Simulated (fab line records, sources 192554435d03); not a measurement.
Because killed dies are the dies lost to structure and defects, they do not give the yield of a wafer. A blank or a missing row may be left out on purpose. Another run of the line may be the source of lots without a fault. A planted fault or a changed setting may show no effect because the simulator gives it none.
Matching of chambers -- flow n5Finfet -- N5_BEOL_M7_ETCH_66 on rieDiel-03 has 4 sister chambers
The step etches SOC in N2/H2, target depth 80 nm, overetch 16 nm, time 120 s. 8 wafers are shown with their chamber, then 8 later ones without.

## EACH WAFER AND ITS CHAMBER
wafer,chamber,drypumpMotorCurrentA (A),showerheadPlenumPTorr (Torr)
L461.2,0,5.1,2.42
L461.5,3,6.5,2.70
L462.5,2,5.4,2.51
L462.6,1,6.1,2.65
L463.4,1,6.1,2.65
L463.5,0,5.1,2.42
L463.6,3,6.4,2.69
L471.2,2,5.5,2.51

## WAFERS WHOSE CHAMBER IS MISSING
wafer,drypumpMotorCurrentA (A),showerheadPlenumPTorr (Torr)
L471.4,5.5,2.51
L471.6,6.1,2.64
L472.2,6.1,2.64
L472.3,5.5,2.51
L472.5,5.5,2.51
L477.2,5.1,2.41
L477.3,5.5,2.50
L477.4,6.5,2.68

## CHAMBER TAKEN BY EACH
wafer,from the rows above,in truth
L471.4,2,2
L471.6,1,1
L472.2,1,1
L472.3,2,2
L472.5,2,2
L477.2,0,0
L477.3,2,2
L477.4,3,3
Correct placement for 8 of the 8. Number that these rows cannot place: 0. Wrongly placed: 0.
How it was worked out, from the rows above alone: a wafer's distance from a chamber is the root of the sum, over the readings, of the square of ((its reading less the chamber's mean) divided by the reading's scatter). If the next closest chamber is less than 2 further off than the closest, the wafer can't be placed; otherwise it belongs to the closest. The mean given for a chamber averages the wafers shown for that chamber. The scatter: take each reading less its chamber's mean, square it, sum over the shown wafers, divide by the number of wafers less the number of chambers, and take the root.
